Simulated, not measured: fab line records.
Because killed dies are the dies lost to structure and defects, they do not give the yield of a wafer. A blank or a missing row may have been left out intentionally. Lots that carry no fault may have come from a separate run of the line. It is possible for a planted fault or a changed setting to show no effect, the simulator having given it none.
fab line records | flow n5Finfet
record: lots: 7 wafers: 21
route steps=1938 shown BEOL_M14@1762 BEOL_M15@1773 MIM_BOT_LITHO@1860 MIM_BOT_ETCH@1866 PASSIVATION@1921
startH: hours from the record's opening day to when the first of the lot's shown wafers began | waitH: hours elapsed since this lot's preceding step | " identical to the entry in the row above | L1.1+2: a row that stands for several wafers | - either no value or no given start | * or withheld: withheld | < > ~ a bound
route shown NAME@n: NAME is a module with steps in the file, n the number in the route of the first one | usual: mean/standard deviation of fault-free wafers | same: alike in all rows | chamber/n: place in a boat | sites: the reading at each site | _std_site: standard deviation of those values | _edge_site: mean of outer sites minus mean of inner sites | radiusMm: how far each site lies from the wafer's centre | mask NAME#n: copy n | behind: the last tool/chamber to shape the wafer | hold: what put the lot on hold/how long, in hours/how the hold closed | device: the n, p or np transistor that did not switch | end of line: at the end of the route, the tests of the same wafers | a step with no rows: only its recipe | killed: dies that structure and defects cost at the first sort, which is not the same as the wafer's yield | map: a wafer's dies, x killed, . not, _ none there
set.NAME: the run value of the setting; set.NAME@STEP: its run value at that earlier step | model.NAME: the simulator's own value behind a step, which no gauge read
lots where settings were altered on purpose, with a table for each step and a row for each wafer
== steps ==
step: N5_BEOL_M14_SPUTTER_43
recipe: material: TaN targetThkA: 150 tempC: 50 biasV: 168.6 powerW: 15000 chamberPressurePa: 0.12 timeS: 24.19
columns lot.wafer tool chamber startH waitH set.powerW model.TaN_of_BEOL_M14_SPUTTER_43.thkNm
L075.4 pvdSputter-01 - 286.37 0.0 12590 12.6
L075.5 " - " " 15000 15
L075.6 " - " " 15000 14.8
L077.1+5 pvdSputter-03 - 292.62 0.0 16340 16.4
L077.2 " - " " 15000 15
L076.1+6 pvdSputter-03 - 307.33 0.0 15000 15
L076.3 " - " " 15000 15.2
L078.1+5 pvdSputter-03 - 307.65 0.0 15000 15.2
L078.4 " - " " 16850 17.2
L092.3+5 pvdSputter-02 - 390.46 0.0 13920 13.8
L092.4 " - " " 15000 15
L095.3 pvdSputter-01 - 403.95 0.0 13100 13.4
L095.4 " - " " 15000 15.2
L095.5 " - " " 15000 15.4
L096.1+2 pvdSputter-01 - 428.98 0.0 15000 15.2
L096.4 " - " " 14250 14.6
step: N5_BEOL_M14_SPUTTER_44
recipe: material: Ta targetThkA: 150 tempC: 50 biasV: 80 powerW: 15000 chamberPressurePa: 0.07 timeS: 24.19
step: N5_BEOL_M14_SPUTTER_45
recipe: material: Cu targetThkA: 1000 tempC: -20 biasV: 60 powerW: 26000 chamberPressurePa: 0.13 timeS: 16.67
step: N5_BEOL_M14_ECD_47
recipe: material: Cu targetThkA: 12480
step: N5_BEOL_M14_ANNEAL_48
recipe: tempC: 225 timeS: 90 ambient: N2
step: N5_BEOL_M14_CMP_49
recipe: stopOn: SiO2 tOverpolishS: 5.2 downForcePsi: 2 platenRpm: 80 clearingPlatenDownForcePsi: 2 clearingPlatenRpm: 80 postCmpClean: cuAlkaline targetThkNm: 560 clearingPlatenPadVelocityMS: 1.5917 padVelocityMS: 1.5917
usual: barrierFieldEndpointS: 11.37/0.2
columns lot.wafer tool chamber startH waitH set.powerW@BEOL_M14_SPUTTER_43 barrierFieldEndpointS
L075.4 cmp-04 3 287.32 0.3 12590 10.48
L075.6 " 3 " " 15000 11.31
L075.5 " 0 " " 15000 11.59
L077.2 cmp-04 0 293.40 0.2 15000 11.45
L077.1 " 2 " " 16340 11.96
L077.5 " 1 " " 16340 11.76
L076.1 cmp-02 2 308.10 0.3 15000 11.16
L076.3 " 3 " " 15000 11.19
L076.6 " 2 " " 15000 11.25
L078.4 cmp-04 3 309.54 0.1 16850 12.06
L078.1 " 2 " " 15000 11.07
L078.5 " 3 " " 15000 11.20
L092.3 cmp-02 3 391.48 0.4 13920 11.01
L092.4 " 0 " " 15000 11.54
L092.5 " 2 " " 13920 10.76
L095.4 cmp-02 3 405.26 0.2 15000 11.44
L095.3 " 0 " " 13100 10.69
L095.5 " 1 " " 15000 11.75
L096.1 cmp-04 0 429.89 0.3 15000 11.70
L096.2 " 1 " " 15000 11.26
L096.4 " 3 " " 14250 11.06
step: N5_BEOL_M15_ILD_DEP_00
recipe: material: SiO2 targetThkA: 16293 tempC: 400 precursor: TEOS/O2 pressureTorr: 6.5 rfW: 900 teosFlowSccm: 161.4 gas: O2 flowSccm: 2650 timeS: 346.1
columns lot.wafer tool chamber startH waitH set.timeS model.SiO2_of_BEOL_M15_ILD_DEP_00.thkNm
L075.4 pecvd-04 0 287.91 0.1 346.1 1663
L075.5 " 2 " " 346.1 1654
L075.6 " 1 " " 346.1 1636
L077.1 pecvd-04 1 293.89 0.0 346.1 1651
L077.2 " 0 " " 387.8 1814
L077.5 " 2 " " 346.1 1649
L076.1 pecvd-02 1 308.58 0.0 346.1 1609
L076.3 " 2 " " 346.1 1594
L076.6 " 0 " " 346.1 1645
L078.1 pecvd-04 0 310.02 0.0 364.3 1732
L078.4 " 2 " " 346.1 1665
L078.5 " 0 " " 364.3 1739
L092.3 pecvd-02 0 391.89 0.0 346.1 1641
L092.4 " 0 " " 346.1 1631
L092.5 " 2 " " 346.1 1623
L095.3 pecvd-04 0 405.70 0.0 295.8 1363
L095.4 " 2 " " 346.1 1633
L095.5 " 1 " " 295.8 1417
L096.1 pecvd-03 0 430.38 0.0 346.1 1638
L096.2 " 1 " " 346.1 1622
L096.4 " 1 " " 346.1 1630
step: N5_BEOL_M15_THK_MEAS_01
recipe: reads: SiO2_of_BEOL_M15_ILD_DEP_00
usual: M15_ILD_THK: 1630/20
columns lot.wafer tool chamber startH waitH set.timeS@BEOL_M15_ILD_DEP_00 M15_ILD_THK[nm]
L075.4 filmMetro-01 - 288.06 0.0 346.1 1664
L075.5 " - " " 346.1 1654
L075.6 " - " " 346.1 1635
L077.1 filmMetro-02 - 294.14 0.1 346.1 1651
L077.2 " - " " 387.8 1815
L077.5 " - " " 346.1 1649
L076.1 filmMetro-02 - 308.83 0.1 346.1 1608
L076.3 " - " " 346.1 1594
L076.6 " - " " 346.1 1646
L078.1 filmMetro-01 - 310.27 0.1 364.3 1733
L078.4 " - " " 346.1 1664
L078.5 " - " " 364.3 1738
L092.3 filmMetro-02 - 392.14 0.1 346.1 1642
L092.4 " - " " 346.1 1631
L092.5 " - " " 346.1 1624
L095.3 filmMetro-01 - 405.95 0.1 295.8 1364
L095.4 " - " " 346.1 1633
L095.5 " - " " 295.8 1418
L096.1 filmMetro-01 - 430.63 0.1 346.1 1638
L096.2 " - " " 346.1 1622
L096.4 " - " " 346.1 1630
step: N5_BEOL_M15_COAT_58
recipe: resist: BARC tempC: 205 timeS: 60 spinRpm: 1500 resistThkNm: 89
step: N5_BEOL_M15_COAT_04
recipe: spinRpm: 1704 resistThkNm: 800
step: N5_BEOL_M15_DESCUM_15
recipe: chemistry: O2 timeS: 7.9 sourcePowerW: 50 biasPowerW: 20 pressureMtorr: 20 rfFrequencyHz: 2.712e+07 tempC: 40 o2FlowSccm: 225
step: N5_BEOL_M15_ETCH_59
recipe: chemistry: N2/H2 target: BARC targetDepthA: 890 overetchA: 267 timeS: 67.9 ionEnergyEv: 200 pressureMtorr: 30 sourceW: 840 biasW: 150 n2FlowSccm: 200 h2FlowSccm: 200
step: N5_BEOL_M15_VIA_ETCH_16
recipe: chemistry: C4F8/O2/Ar target: SiO2 heInnerTorr: 15 heOuterTorr: 30 targetDepthA: 17922 timeS: withheld ionEnergyEv: 800 pressureMtorr: 20 sourceW: 1905 biasW: 2040 Ar_flow_sccm: 400 C4F8_flow_sccm: 16 O2_flow_sccm: 12 ends: cleared
columns lot.wafer tool chamber startH waitH set.timeS@BEOL_M15_ILD_DEP_00 model.etch.depthNm model.coat_of_BEOL_M15_COAT_04.thkNm
L075.4 rieDiel-04 3 288.94 0.0 * 1663 323.6
L075.5 " 0 " " * 1654 323
L075.6 " 1 " " * 1636 327.6
L077.1 rieDiel-04 1 294.62 0.0 * 1651 324.2
L077.2 " 3 " " * 1814 284.2
L077.5 " 0 " " * 1649 329
L076.1 rieDiel-04 2 309.44 0.0 * 1609 328.2
L076.3 " 3 " " * 1594 336.8
L076.6 " 2 " " * 1645 321.2
L078.1 rieDiel-06 0 310.88 0.0 * 1732 304.2
L078.4 " 1 " " * 1665 318.8
L078.5 " 2 " " * 1739 308.6
L092.3 rieDiel-01 1 392.74 0.0 * 1641 329.4
L092.4 " 2 " " * 1631 334.6
L092.5 " 2 " " * 1623 334.2
L095.3 rieDiel-06 0 406.43 0.0 * 1363 398.6
L095.4 " 1 " " * 1633 330.4
L095.5 " 3 " " * 1417 385.2
L096.1 rieDiel-01 2 431.13 0.0 * 1638 335.2
L096.2 " 0 " " * 1622 335.6
L096.4 " 3 " " * 1630 330.8
step: N5_MIM_BOT_LITHO_DEVELOP_07
recipe: developTimeS: 60 rinseLiquid: diw dry: airSpin devTempC: 21
columns lot.wafer tool chamber startH waitH set.developTimeS
L075.4+5 lithoTrack-05 0 - - 56.13
L075.6 " 0 " " 60
L077.1 lithoTrack-05 0 - - 52.65
L077.2+5 " 0 " " 60
L078.1+4 lithoTrack-03 0 - - 60
L078.5 " 0 " " 64.63
L076.1+3+6 lithoTrack-03 0 - - 60
L092.3+4+5 lithoTrack-03 0 - - 60
L095.3+4 lithoTrack-05 0 - - 64.36
L095.5 " 0 " " 60
L096.1 lithoTrack-01 0 - - 50.4
L096.2+4 " 0 " " 60
step: N5_MIM_BOT_LITHO_HARDBAKE_09
recipe: tempC: 130 timeS: 120
step: N5_MIM_BOT_LITHO_CD_MEAS_08
recipe: targetCdNm: 3000 landingEnergyEv: 500 detector: seInlens polarity: opening
usual: cdNm: 3000.0/1.3
columns lot.wafer tool chamber startH waitH set.developTimeS@MIM_BOT_LITHO_DEVELOP_07 cdNm
L075.4 cdSem-02 0 298.98 - 56.13 2998.3
L075.5 " 0 " " 56.13 2997.3
L075.6 " 0 " " 60 2998.7
L077.1 cdSem-01 0 304.42 - 52.65 2997.8
L077.2 " 0 " " 60 3001.3
L077.5 " 0 " " 60 2999.2
L078.1 cdSem-02 0 318.75 - 60 2998.9
L078.4 " 0 " " 60 2999.6
L078.5 " 0 " " 64.63 3001.9
L076.1 cdSem-03 0 323.98 - 60 3000.9
L076.3 " 0 " " 60 2999.8
L076.6 " 0 " " 60 3002.1
L092.3 cdSem-02 0 406.51 - 60 2998.7
L092.4 " 0 " " 60 2999.6
L092.5 " 0 " " 60 2999.9
L095.3 cdSem-02 0 413.11 - 64.36 3003.0
L095.4 " 0 " " 64.36 3001.8
L095.5 " 0 " " 60 3000.7
L096.1 cdSem-02 0 442.60 - 50.4 2997.7
L096.2 " 0 " " 60 3003.5
L096.4 " 0 " " 60 3003.1
step: N5_MIM_BOT_ETCH_ETCH_04
recipe: chemistry: CF4/O2 target: SiNx targetDepthA: 260 timeS: 13 ionEnergyEv: 100 pressureMtorr: 40 sourceW: 535 biasW: 49 Ar_flow_sccm: 100 cf4FlowSccm: 100 O2_flow_sccm: 10
columns lot.wafer tool chamber startH waitH set.timeS model.etch.depthNm
L075.4 rieDiel-02 3 299.13 0.0 11.68 23.49
L075.5 " 2 " " 13 25.51
L075.6 " 1 " " 13 25.55
L077.1 rieDiel-02 0 304.58 0.0 10.8 21.13
L077.2 " 3 " " 13 26.36
L077.5 " 3 " " 13 26.27
L078.1 rieDiel-05 0 319.01 0.0 10.7 21.54
L078.4 " 2 " " 13 26.71
L078.5 " 2 " " 10.7 21.92
L076.1 rieDiel-02 3 324.50 0.0 13 26.1
L076.3 " 0 " " 13 25.44
L076.6 " 2 " " 13 25.48
L092.3 rieDiel-03 3 407.29 0.0 11.6 23.47
L092.4 " 2 " " 13 25.97
L092.5 " 3 " " 13 26
L095.3 rieDiel-03 3 413.26 0.0 13 26.22
L095.4 " 3 " " 10.84 21.84
L095.5 " 1 " " 10.84 22.46
L096.1 rieDiel-05 3 442.76 0.0 13 26.47
L096.2 " 1 " " 14.6 28.53
L096.4 " 2 " " 13 25.88
step: N5_PASSIVATION_EXPOSE_41
recipe: maskId: PASS_OPEN na: 0.55 defocusNm: 0 sourceShape: conventional sigmaOuter: 0.8 polarization: unpolarized targetCdNm: 40000 doseMj: 57.25
columns lot.wafer tool chamber startH waitH mask set.doseMj
L075.4+6 krfScanner-01 0 305.16 - PASS_OPEN#0 57.25
L075.5 " 0 " " PASS_OPEN#0 55.15
L077.1+5 krfScanner-02 0 309.51 - PASS_OPEN#0 54.82
L077.2 " 0 " " PASS_OPEN#0 57.25
L078.1+5 krfScanner-02 0 326.99 - PASS_OPEN#0 53.97
L078.4 " 0 " " PASS_OPEN#0 57.25
L076.1+3+6 krfScanner-02 0 331.92 - PASS_OPEN#0 57.25
L092.3+4+5 krfScanner-02 0 413.48 - PASS_OPEN#0 54.24
L095.3+4 krfScanner-01 0 420.50 - PASS_OPEN#0 54.67
L095.5 " 0 " " PASS_OPEN#0 57.25
L096.1+2+4 krfScanner-01 0 449.08 - PASS_OPEN#0 57.25
step: N5_PASSIVATION_PEB_42
recipe: pebTempC: withheld pebTimeS: *
step: N5_PASSIVATION_DEVELOP_43
recipe: developTimeS: 60 rinseLiquid: diw dry: airSpin devTempC: 21
step: N5_PASSIVATION_HARDBAKE_45
recipe: tempC: 130 timeS: 120
step: N5_PASSIVATION_CD_MEAS_44
recipe: targetCdNm: 40000 landingEnergyEv: 500 detector: seInlens
usual: cdNm: 40000/3.2
columns lot.wafer tool chamber startH waitH set.doseMj@PASSIVATION_EXPOSE_41 cdNm
L075.4 cdSem-03 0 305.32 - 57.25 39994
L075.5 " 0 " " 55.15 39984
L075.6 " 0 " " 57.25 40001
L077.1 cdSem-01 0 309.69 - 54.82 39980
L077.2 " 0 " " 57.25 39996
L077.5 " 0 " " 54.82 39978
L078.1 cdSem-03 0 327.16 - 53.97 39979
L078.4 " 0 " " 57.25 39998
L078.5 " 0 " " 53.97 39975
L076.1 cdSem-03 0 332.10 - 57.25 40000
L076.3 " 0 " " 57.25 40002
L076.6 " 0 " " 57.25 40000
L092.3 cdSem-03 0 413.65 - 54.24 39978
L092.4 " 0 " " 54.24 39982
L092.5 " 0 " " 54.24 39979
L095.3 cdSem-03 0 420.67 - 54.67 39986
L095.4 " 0 " " 54.67 39982
L095.5 " 0 " " 57.25 39999
L096.1 cdSem-02 0 449.26 - 57.25 40002
L096.2 " 0 " " 57.25 40006
L096.4 " 0 " " 57.25 40005
step: N5_PASSIVATION_PASS_ETCH_47
recipe: chemistry: CF4/O2 target: SiNx targetDepthA: 7700 timeS: 385 ionEnergyEv: 100 pressureMtorr: 40 sourceW: 535 biasW: 49 Ar_flow_sccm: 100 cf4FlowSccm: 100 O2_flow_sccm: 10
usual: rfVppV: 241.5/2.8
columns lot.wafer tool chamber startH waitH set.sourceW rfVppV model.etch.depthNm
L075.4 rieDiel-03 2 305.55 0.1 535 240.9 771.4
L075.5 " 0 " " 577.5 235.0 820.1
L075.6 " 3 " " 577.5 228.3 830.1
L077.1 rieDiel-03 2 309.81 0.0 506.3 248.1 728.9
L077.2 " 3 " " 535 237.2 770.3
L077.5 " 1 " " 506.3 250.5 713.4
L078.1 rieDiel-03 0 327.46 0.0 608.8 228.5 860.9
L078.4 " 2 " " 608.8 224.8 878.1
L078.5 " 1 " " 608.8 225.9 846.3
L076.1 rieDiel-03 1 332.38 0.0 535 243.5 754.4
L076.3 " 2 " " 535 241.0 765.1
L076.6 " 1 " " 535 241.8 752.7
L092.3 rieDiel-05 1 413.77 0.0 535 239.7 767.7
L092.4 " 3 " " 535 243.2 797.1
L092.5 " 1 " " 504.4 246.5 727.7
L095.3 rieDiel-03 2 420.79 0.0 535 241.9 763
L095.4 " 3 " " 608.8 222.0 863.8
L095.5 " 0 " " 535 243.5 759.5
L096.1 rieDiel-05 3 449.38 0.0 535 240.7 785.8
L096.2 " 0 " " 461.8 262.6 673.6
L096.4 " 1 " " 461.8 257.3 667.9
== key ==
split: step: N5_BEOL_M14_SPUTTER_43 setting: powerW stated: 15000 by: wafer
response: step: N5_BEOL_M14_SPUTTER_43 reading: model.TaN_of_BEOL_M14_SPUTTER_43.thkNm change: +0.151 per: 1% r: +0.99
response: step: N5_BEOL_M14_CMP_49 reading: barrierFieldEndpointS change: +0.0672 per: 1% r: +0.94
split: step: N5_BEOL_M15_ILD_DEP_00 setting: timeS stated: 346.1 by: wafer
response: step: N5_BEOL_M15_ILD_DEP_00 reading: model.SiO2_of_BEOL_M15_ILD_DEP_00.thkNm change: +15.3 per: 1% r: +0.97
response: step: N5_BEOL_M15_THK_MEAS_01 reading: M15_ILD_THK change: +15.3 per: 1% r: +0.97
response: step: N5_BEOL_M15_VIA_ETCH_16 reading: model.etch.depthNm change: +15.3 per: 1% r: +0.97
response: step: N5_BEOL_M15_VIA_ETCH_16 reading: model.coat_of_BEOL_M15_COAT_04.thkNm change: -3.83 per: 1% r: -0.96
split: step: N5_MIM_BOT_LITHO_DEVELOP_07 setting: developTimeS stated: 60 by: wafer
response: step: N5_MIM_BOT_LITHO_CD_MEAS_08 reading: cdNm change: +0.281 per: 1% r: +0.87
split: step: N5_MIM_BOT_ETCH_ETCH_04 setting: timeS stated: 13 by: wafer
response: step: N5_MIM_BOT_ETCH_ETCH_04 reading: model.etch.depthNm change: +0.257 per: 1% r: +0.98
split: step: N5_PASSIVATION_EXPOSE_41 setting: doseMj stated: 57.25 by: wafer
response: step: N5_PASSIVATION_CD_MEAS_44 reading: cdNm change: +3.71 per: 1% r: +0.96
split: step: N5_PASSIVATION_PASS_ETCH_47 setting: sourceW stated: 535 by: wafer
response: step: N5_PASSIVATION_PASS_ETCH_47 reading: rfVppV change: -1.42 per: 1% r: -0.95
response: step: N5_PASSIVATION_PASS_ETCH_47 reading: model.etch.depthNm change: +7.95 per: 1% r: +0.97
